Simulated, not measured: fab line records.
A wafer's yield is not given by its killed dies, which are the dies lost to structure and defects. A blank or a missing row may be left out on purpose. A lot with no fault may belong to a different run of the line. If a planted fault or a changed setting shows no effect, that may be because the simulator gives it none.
fab line records	flow n5-finfet
record lots=9	wafers=27	last-day=16
route steps=1938 shown BEOL_M4@1111 BEOL_M8@1387 BEOL_M9@1402 PASSIVATION@1936
lots with no fault: from the same line, run without faults
start-h: the number of hours between the record's first day and the start of the first shown wafer of the lot	wait-h: how many hours have passed since the lot's step before this one	" unchanged from the row above	L1.1+2: a single row standing in for several wafers	- value missing, or start not given	* or withheld: withheld	< > ~ a bound
route shown NAME@n: names a module that has steps shown in the file, with the first one's number in the route	usual: average and standard deviation across the fault-free wafers	same: alike in all rows	chamber/n: place in a boat	sites: readings site by site	_std_site: the values' standard deviation	_edge_site: mean of outer sites minus mean of inner sites	radius-mm: for every site, how far away it sits from the centre of the wafer	mask NAME#n: copy n	behind: the last tool/chamber to shape the wafer	hold: why the lot was held/for how many hours/how that ended	device: whichever transistor did not switch (one of n, p or np)	end of line: tests run on the same wafers once the route is complete	a step given without rows: its recipe and nothing more	killed: the dies lost at the first sort to structure and to defects; this is not the yield of the wafer	map: dies across one wafer; x = killed, . = not, _ = none there
set.NAME: the setting the step ran with; set.NAME@STEP: the setting that earlier step ran with	model.NAME: the simulator's own value behind a step, which no gauge read
the route's steps for a sample of lots (tables are steps, rows are wafers)
services: from which hour (start-h, from the record's first day; less than 0 if before it) a tool's chamber was out of use, for how many hours, and why
## steps
# step N5_BEOL_M4_RC_MEAS_101
# usual DIBL_N=35.9/1.7	DIBL_P=35.8/2.2	IOFF_N=0.15/0.03	IOFF_P=0.21/0.036	ION_N=674/12	ION_P=463/7.2	SS_N=71.3/0.59	SS_P=73.1/0.69	VT_N=250/3	VT_P=-251/3.2
lot.wafer	tool	chamber	start-h	wait-h	DIBL_N[mV/V]	DIBL_P[mV/V]	IOFF_N[nA/um]	IOFF_P[nA/um]	ION_N[uA/um]	ION_P[uA/um]	SS_N[mV/dec]	SS_P[mV/dec]	VT_N[mV]	VT_P[mV]
L924.3	prober-02	0	160.58	0.3	35.6	36.5	0.14	0.22	673	468	72.2	74.0	250	-248
L924.4	"	0	"	"	35.3	36.0	0.14	0.20	678	464	71.1	73.4	250	-252
L924.5	"	0	"	"	33.9	34.0	0.12	0.17	674	462	71.0	73.0	253	-252
L928.2	prober-01	0	186.19	0.2	36.8	37.1	0.17	0.23	676	469	71.6	73.7	250	-248
L928.4	"	0	"	"	36.7	36.6	0.16	0.22	678	469	71.8	73.8	252	-249
L928.6	"	0	"	"	36.3	36.3	0.17	0.22	682	472	71.7	73.7	249	-249
L929.4	prober-02	0	186.36	0.5	34.0	33.5	0.12	0.19	662	460	70.9	72.6	253	-251
L929.5	"	0	"	"	36.1	35.7	0.16	0.22	679	470	70.9	72.7	248	-248
L929.6	"	0	"	"	35.6	35.3	0.13	0.20	662	464	70.7	72.9	252	-249
L930.2	prober-02	0	210.04	0.2	36.5	36.2	0.16	0.21	676	465	71.3	72.6	249	-251
L930.5	"	0	"	"	37.8	37.1	0.18	0.23	693	464	71.6	72.4	246	-248
L930.6	"	0	"	"	38.6	38.2	0.20	0.25	684	471	72.5	73.0	246	-247
L933.2	prober-02	0	237.47	0.2	35.7	36.3	0.16	0.18	688	465	71.5	73.7	248	-252
L933.3	"	0	"	"	33.1	33.1	0.12	0.14	658	447	70.5	72.7	251	-258
L933.6	"	0	"	"	35.6	35.3	0.16	0.17	684	457	70.8	73.5	248	-256
L934.1	prober-02	0	240.21	0.0	33.3	32.4	0.10	0.14	656	457	70.1	71.9	252	-255
L934.5	"	0	"	"	34.1	35.3	0.12	0.17	665	457	70.3	73.2	253	-255
L934.6	"	0	"	"	34.9	33.7	0.12	0.15	649	447	70.9	72.8	253	-258
L943.1	prober-01	0	292.19	0.0	33.5	33.8	0.13	0.19	670	464	70.4	72.4	250	-248
L943.3	"	0	"	"	32.6	31.7	0.11	0.17	645	447	70.0	72.1	252	-251
L943.6	"	0	"	"	36.3	35.8	0.17	0.22	681	468	71.0	73.4	251	-248
L944.2	prober-02	0	293.08	0.2	37.1	36.8	0.17	0.25	679	472	71.1	73.1	249	-246
L944.3	"	0	"	"	35.5	35.6	0.15	0.22	678	469	71.2	72.3	252	-249
L944.6	"	0	"	"	35.7	35.6	0.15	0.22	677	464	71.6	73.1	249	-248
L945.1	prober-02	0	307.36	0.0	34.1	32.4	0.12	0.18	653	456	71.3	72.6	251	-252
L945.2	"	0	"	"	35.5	35.3	0.15	0.21	675	463	71.6	72.9	251	-254
L945.5	"	0	"	"	36.3	35.0	0.16	0.19	675	461	71.5	73.0	249	-253
# step N5_BEOL_M8_DEGAS_44
# recipe ambient=vacuum	temp-c=250	time-s=60
# usual heater-power-w=341/45	susceptor-temp-C=250.00/0.18
lot.wafer	tool	chamber	start-h	wait-h	heater-power-w	susceptor-temp-C
L924.3	pvd-sputter-03	-	203.12	0.3	359	249.83
L924.4	"	-	"	"	281	250.02
L924.5	"	-	"	"	348	249.94
L929.4	pvd-sputter-03	-	218.68	0.3	354	250.11
L929.5	"	-	"	"	352	249.98
L929.6	"	-	"	"	307	249.78
L928.2	pvd-sputter-01	-	221.58	0.3	277	249.43
L928.4	"	-	"	"	289	249.89
L928.6	"	-	"	"	332	249.80
L930.2	pvd-sputter-02	-	240.55	0.3	340	249.93
L930.5	"	-	"	"	431	250.17
L930.6	"	-	"	"	348	250.34
L933.2	pvd-sputter-03	-	278.61	1.3	356	250.08
L933.3	"	-	"	"	351	249.97
L933.6	"	-	"	"	360	249.86
L934.1	pvd-sputter-03	-	280.99	2.2	315	249.66
L934.5	"	-	"	"	294	249.81
L934.6	"	-	"	"	350	249.88
L943.1	pvd-sputter-02	-	325.03	0.3	432	250.21
L943.3	"	-	"	"	418	250.19
L943.6	"	-	"	"	430	250.15
L944.2	pvd-sputter-02	-	325.47	0.3	433	249.93
L944.3	"	-	"	"	338	250.04
L944.6	"	-	"	"	337	250.20
L945.1	pvd-sputter-01	-	344.83	0.3	376	250.11
L945.2	"	-	"	"	285	250.07
L945.5	"	-	"	"	280	249.79
# step N5_BEOL_M8_CMP_52
# recipe stop-on=SiCOH_lowk	t-overpolish-s=6.9	down-force-psi=1	platen-rpm=50	clearing-platen-down-force-psi=1.5	clearing-platen-rpm=50	post-cmp-clean=cu-alkaline	target-thk-nm=80	clearing-platen-pad-velocity-m-s=0.99484	pad-velocity-m-s=0.99484
# usual barrier-field-endpoint-s=28.9/0.74	clearing-platen-down-force-psi=1.500/0.0031	motor-current-A=6.1/0.65	overpolish-run-s=6.900/0.0093	t-overpolish-s=6.9/0	time-to-endpoint-s=62.6/3
lot.wafer	tool	chamber	start-h	wait-h	barrier-field-endpoint-s	clearing-platen-down-force-psi	motor-current-A	overpolish-run-s	t-overpolish-s	time-to-endpoint-s
L924.4	cmp-04	2	204.34	0.2	29.0	1.498	6.2	6.899	6.9	63.4
L924.3	"	0	"	"	28.4	1.504	5.7	6.890	6.9	62.8
L924.5	"	1	"	"	28.8	1.501	5.6	6.902	6.9	63.4
L929.4	cmp-03	1	220.23	0.2	28.5	1.503	7.2	6.881	6.9	63.2
L929.6	"	2	"	"	29.8	1.501	6.8	6.915	6.9	66.9
L929.5	"	3	"	"	29.2	1.500	5.6	6.909	6.9	62.9
L928.2	cmp-04	2	223.68	0.3	29.2	1.498	6.5	6.897	6.9	60.8
L928.4	"	3	"	"	29.3	1.497	6.4	6.899	6.9	63.6
L928.6	"	1	"	"	28.4	1.499	5.9	6.903	6.9	54.2
L930.2	cmp-04	0	242.23	0.2	28.9	1.500	5.8	6.905	6.9	63.7
L930.6	"	0	"	"	30.5	1.501	5.9	6.905	6.9	66.4
L930.5	"	1	"	"	28.5	1.506	5.6	6.907	6.9	59.5
L933.2	cmp-04	0	281.98	0.2	28.7	1.498	5.7	6.899	6.9	63.8
L933.3	"	1	"	"	28.5	1.505	5.6	6.904	6.9	60.6
L933.6	"	3	"	"	28.6	1.501	6.3	6.910	6.9	61.5
L934.1	cmp-03	0	282.51	0.3	29.0	1.499	5.0	6.906	6.9	58.7
L934.6	"	2	"	"	30.2	1.501	6.7	6.891	6.9	67.8
L934.5	"	3	"	"	30.0	1.495	5.5	6.892	6.9	64.7
L943.1	cmp-04	2	326.48	0.5	-	-	-	-	-	-
L943.3	"	0	"	"	-	-	-	-	-	-
L943.6	"	2	"	"	-	-	-	-	-	-
L944.2	cmp-03	2	327.25	0.2	-	-	-	-	-	-
L944.3	"	3	"	"	-	-	-	-	-	-
L944.6	"	3	"	"	-	-	-	-	-	-
L945.2	cmp-03	3	348.24	0.2	-	-	-	-	-	-
L945.1	"	0	"	"	-	-	-	-	-	-
L945.5	"	2	"	"	-	-	-	-	-	-
# step N5_BEOL_M8_THK_MEAS_53
# recipe thk-meas-gauge=xrf	reads=Cu_of_BEOL_M8_ECD_50
# usual M8_THK=79.2/2
lot.wafer	tool	chamber	start-h	wait-h	M8_THK[nm]
L924.3	film-metro-01	-	204.60	-	79.9
L924.4	"	-	"	"	77.8
L924.5	"	-	"	"	78.2
L929.4	film-metro-01	-	220.41	-	78.0
L929.5	"	-	"	"	76.2
L929.6	"	-	"	"	79.3
L928.2	film-metro-01	-	223.90	-	78.6
L928.4	"	-	"	"	77.6
L928.6	"	-	"	"	77.4
L930.2	film-metro-01	-	242.52	-	80.8
L930.5	"	-	"	"	77.3
L930.6	"	-	"	"	80.7
L933.2	film-metro-01	-	282.24	-	78.8
L933.3	"	-	"	"	79.6
L933.6	"	-	"	"	80.6
L934.1	film-metro-01	-	282.73	-	79.9
L934.5	"	-	"	"	77.8
L934.6	"	-	"	"	83.4
L943.1	film-metro-02	-	326.74	0.2	299.2
L943.3	"	-	"	"	296.3
L943.6	"	-	"	"	294.3
L944.2	film-metro-02	-	327.55	0.3	297.2
L944.3	"	-	"	"	298.3
L944.6	"	-	"	"	295.4
L945.1	film-metro-02	-	348.49	0.2	297.8
L945.2	"	-	"	"	297.4
L945.5	"	-	"	"	298.9
# step N5_BEOL_M8_RS_MEAS_57
# recipe thk-meas-gauge=four-point-probe	reads=Cu_of_BEOL_M8_ECD_50+Co_of_BEOL_M8_CVD_78+TaN_of_BEOL_M8_ALD_77
# usual M8_RS=0.286/0.0084
lot.wafer	tool	chamber	start-h	wait-h	M8_RS[ohm/sq]
L924.3	film-metro-02	-	204.73	0.1	0.282
L924.4	"	-	"	"	0.292
L924.5	"	-	"	"	0.290
L929.4	film-metro-01	-	220.54	0.0	0.290
L929.5	"	-	"	"	0.298
L929.6	"	-	"	"	0.285
L928.2	film-metro-01	-	224.03	0.1	0.288
L928.4	"	-	"	"	0.293
L928.6	"	-	"	"	0.292
L930.2	film-metro-02	-	242.65	0.1	0.279
L930.5	"	-	"	"	0.294
L930.6	"	-	"	"	0.280
L933.2	film-metro-01	-	282.37	0.1	0.290
L933.3	"	-	"	"	0.289
L933.6	"	-	"	"	0.285
L934.1	film-metro-01	-	282.86	0.1	0.282
L934.5	"	-	"	"	0.289
L934.6	"	-	"	"	0.265
L943.1	film-metro-01	-	326.87	0.1	0.064
L943.3	"	-	"	"	0.064
L943.6	"	-	"	"	0.065
L944.2	film-metro-02	-	327.68	0.1	0.064
L944.3	"	-	"	"	0.064
L944.6	"	-	"	"	0.065
L945.1	film-metro-02	-	348.62	0.1	0.064
L945.2	"	-	"	"	0.064
L945.5	"	-	"	"	0.064
# step N5_BEOL_M8_INSPECT_58
# recipe inspect-instrument=darkfield	mode=post-dep
# usual raw-defect-count=72/21
lot.wafer	tool	chamber	start-h	wait-h	raw-defect-count
L924.3	defect-inspect-02	-	204.76	0.0	74
L924.4	"	-	"	"	117
L924.5	"	-	"	"	73
L929.4	defect-inspect-02	-	220.57	0.0	72
L929.5	"	-	"	"	67
L929.6	"	-	"	"	84
L928.2	defect-inspect-02	-	224.06	0.0	59
L928.4	"	-	"	"	77
L928.6	"	-	"	"	48
L930.2	defect-inspect-02	-	242.68	0.0	75
L930.5	"	-	"	"	71
L930.6	"	-	"	"	80
L933.2	defect-inspect-01	-	282.39	0.0	53
L933.3	"	-	"	"	75
L933.6	"	-	"	"	65
L934.1	defect-inspect-01	-	282.89	0.0	67
L934.5	"	-	"	"	67
L934.6	"	-	"	"	64
L943.1	defect-inspect-01	-	326.90	0.0	1183
L943.3	"	-	"	"	1183
L943.6	"	-	"	"	1171
L944.2	defect-inspect-01	-	327.71	0.0	1181
L944.3	"	-	"	"	1126
L944.6	"	-	"	"	1169
L945.1	defect-inspect-01	-	348.65	0.0	1142
L945.2	"	-	"	"	1183
L945.5	"	-	"	"	1237
# step N5_BEOL_M9_CURE_71
# recipe temp-c=385	time-s=240	ambient=He/Ar	material=SiCOH_lowk
# usual lamp-power-pct=52.31/0.053	wafer_temp_C_max=387.0/0.67
lot.wafer	tool	chamber	start-h	wait-h	lamp-power-pct	wafer_temp_C_max
L924.3	uv-cure-02	0	205.19	0.4	52.35	386.9
L924.4	"	0	"	"	52.36	387.1
L924.5	"	0	"	"	52.27	387.0
L929.4	uv-cure-01	0	220.92	0.3	52.30	387.7
L929.5	"	0	"	"	52.36	387.2
L929.6	"	0	"	"	52.25	386.5
L928.2	uv-cure-02	2	224.39	0.3	52.31	385.9
L928.4	"	2	"	"	52.33	386.8
L928.6	"	2	"	"	52.31	386.8
L930.2	uv-cure-01	1	242.90	0.2	52.33	387.6
L930.5	"	1	"	"	52.29	386.5
L930.6	"	1	"	"	52.33	387.2
L933.2	uv-cure-02	0	282.60	0.1	52.32	386.3
L933.3	"	0	"	"	52.26	386.4
L933.6	"	0	"	"	52.41	386.7
L934.1	uv-cure-03	2	283.08	0.1	52.25	387.9
L934.5	"	2	"	"	52.40	388.0
L934.6	"	2	"	"	52.27	387.9
# step N5_BEOL_M9_THK_MEAS_01
# recipe reads=SiCOH_lowk_of_BEOL_M9_ILD_DEP_00
# usual M9_ILD_THK=267/3.8
lot.wafer	tool	chamber	start-h	wait-h	M9_ILD_THK[nm]
L924.3	film-metro-02	-	205.86	0.5	269
L924.4	"	-	"	"	271
L924.5	"	-	"	"	270
L929.4	film-metro-02	-	221.19	0.2	269
L929.5	"	-	"	"	268
L929.6	"	-	"	"	269
L928.2	film-metro-01	-	225.23	0.7	262
L928.4	"	-	"	"	270
L928.6	"	-	"	"	269
L930.2	film-metro-01	-	243.33	0.4	269
L930.5	"	-	"	"	270
L930.6	"	-	"	"	272
L933.2	film-metro-01	-	283.03	0.4	267
L933.3	"	-	"	"	268
L933.6	"	-	"	"	272
L934.1	film-metro-01	-	283.59	0.4	269
L934.5	"	-	"	"	272
L934.6	"	-	"	"	273
# step N5_PASSIVATION_PROBE_49
# usual defect-limited-yield=91.0/1.5	killed_at_M0_to_M3=35/12	killed_at_M4_up=15/5.8	killed-at-contacts=14/7.2	killed-at-front-end=40/10	killed-at-other=3/3	killed-dies=106/18	killed-on-rim=14/4	killed-open=68/14	killed-short=35/7.2	sort_bin_5_function=5.2/0.96	sort_bin_6_memory=3.3/0.69	sort-n-pass=1074/18	sort-yield-pct=91.0/1.5
# same gross-dies=1180	killed-at-back-side=0	sort_bin_4_leakage[%]=0	sort_bin_8_speed[%]=0
lot.wafer	tool	chamber	start-h	wait-h	defect-limited-yield[%]	killed_at_M0_to_M3	killed_at_M4_up	killed-at-contacts	killed-at-front-end	killed-at-other	killed-dies	killed-on-rim	killed-open	killed-short	sort_bin_5_function[%]	sort_bin_6_memory[%]	sort-n-pass	sort-yield-pct[%]
L943.1	prober-02	-	385.75	0.0	0	37	1082	19	38	4	1180	152	80	41	6.4	3.9	0	0
L943.3	prober-02	-	385.85	0.1	0	36	1085	17	42	0	1180	152	68	40	5.5	3.1	0	0
L943.6	prober-02	-	386.00	0.3	0	39	1087	9	45	0	1180	152	85	28	5.3	4.2	0	0
L944.2	prober-02	-	391.57	0.1	0	54	1062	13	44	7	1180	152	88	42	5.9	4.6	0	0
L944.3	prober-02	-	391.62	0.1	0	21	1109	17	33	0	1180	152	54	26	3.8	2.7	0	0
L944.6	prober-02	-	391.77	0.3	0	33	1090	13	37	7	1180	152	67	36	5.8	2.5	0	0
# killed by level:class
L943.1 BEOL_M8:area-cmp=1057 MOL_CONTACT_COAG:geometric-particle:open=12 BEOL_M4:geometric-particle:open=12 FIN_SAQP:geometric-particle:short=9 FIN_SAQP:geometric-particle:open=9 BEOL_M3:geometric-particle:open=8 MOL_CONTACT_COAG:geometric-particle:short=7 BEOL_M2:geometric-particle:open=7
L943.3 BEOL_M8:area-cmp=1071 MOL_CONTACT_COAG:geometric-particle:open=16 BEOL_M0_SAQP:geometric-particle:short=14 FIN_SAQP:geometric-particle:short=10 FIN_SAQP:geometric-particle:open=10 BEOL_M2:geometric-particle:open=10 GATE_CUT:geometric-particle:short=9 STI_FIN_REVEAL:geometric-particle:open=7
L943.6 BEOL_M8:area-cmp=1066 FIN_SAQP:geometric-particle:open=21 BEOL_M4:geometric-particle:open=15 BEOL_M2:geometric-particle:open=10 STI_FIN_REVEAL:geometric-particle:open=8 MOL_CONTACT_COAG:geometric-particle:open=8 BEOL_M0_SAQP:geometric-particle:open=8 BEOL_M0_SAQP:geometric-particle:short=8
L944.2 BEOL_M8:area-cmp=1049 BEOL_M2:geometric-particle:open=12 MOL_CONTACT_COAG:geometric-particle:open=10 STI_FIN_REVEAL:geometric-particle:open=8 ILD0:geometric-particle:open=8 BEOL_M0_SAQP:geometric-particle:short=8 BEOL_M1:geometric-particle:open=8 BEOL_M3:geometric-particle:open=6
L944.3 BEOL_M8:area-cmp=1100 MOL_CONTACT_COAG:geometric-particle:open=15 GATE_CUT:geometric-particle:short=9 BEOL_M0:geometric-particle:open=7 GATE_CUT:geometric-particle:open=6 FIN_SAQP:geometric-particle:short=5 FIN_SAQP:geometric-particle:open=4 BEOL_M0_SAQP:geometric-particle:open=4
L944.6 BEOL_M8:area-cmp=1077 MOL_CONTACT_COAG:geometric-particle:open=12 GATE_CUT:geometric-particle:short=10 STI_FIN_REVEAL:geometric-particle:open=8 BEOL_M1:geometric-particle:open=7 GATE_CUT:geometric-particle:open=6 BEOL_M2:geometric-particle:open=6 BEOL_M0_SAQP:geometric-particle:short=5
## services
tool	chamber	start-h	hours	kind
cmp-04	-	190.90	4.7	repair
uv-cure-03	-	221.96	2.1	pm
uv-cure-02	-	231.23	0.5	repair
uv-cure-03	-	252.88	0.7	repair
cmp-03	-	269.54	1.4	repair
uv-cure-01	-	270.30	28.1	pm
cmp-03	-	270.96	7.4	pm
uv-cure-03	-	273.61	7.5	repair
cmp-04	-	287.89	4.0	pm
cmp-04	-	291.89	-	consumable-replace:conditioner
cmp-04	-	291.89	-	consumable-replace:pad
uv-cure-03	-	313.65	1.0	pm
uv-cure-03	-	314.65	2.8	pm
uv-cure-02	-	324.05	0.2	repair
uv-cure-02	-	338.03	7.5	pm
cmp-04	-	338.73	3.2	repair
uv-cure-02	-	345.58	2.8	pm
## key
first-sign step=N5_BEOL_M8_CMP_52	reading=tool-record	direction=missing
effect step=N5_BEOL_M8_THK_MEAS_53	reading=M8_THK	direction=up	sigmas=99+	usual=79.2	struck=297.2
effect step=N5_BEOL_M8_RS_MEAS_57	reading=M8_RS	direction=down	sigmas=26	usual=0.286	struck=0.064
effect step=N5_BEOL_M8_INSPECT_58	reading=raw-defect-count	direction=up	sigmas=51	usual=72	struck=1175
effect step=N5_PASSIVATION_PROBE_49	reading=killed_at_M4_up	direction=up	sigmas=99+	usual=15	struck=1086
more-kills-born-at N5_BEOL_M8_CMP_52@cmp-03=3226	N5_BEOL_M8_CMP_52@cmp-04=3194
met-at N5_BEOL_M8_CMP_52
struck-lots L943,L944,L945
rows-end L945.1,L945.2,L945.5
later-rows-left-out L943.1,L943.3,L943.6,L944.2,L944.3,L944.6
not-acting-at N5_BEOL_M8_DEGAS_44,N5_BEOL_M9_CURE_71,N5_BEOL_M9_THK_MEAS_01
onset-between 282.51 326.48
fault kind=skipped-step-whole	tool=cmp-03,cmp-04	chamber=-	onset-h=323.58	steps=N5_BEOL_M8_CMP_52	scope=struck-lots-only
# later-rows-left-out: the simulator's readings of these wafers behind a module that went badly wrong aren't trusted and aren't shown, but for the sort
# rows-end: these wafers met a further fault down the route, and their rows from its step on are left out
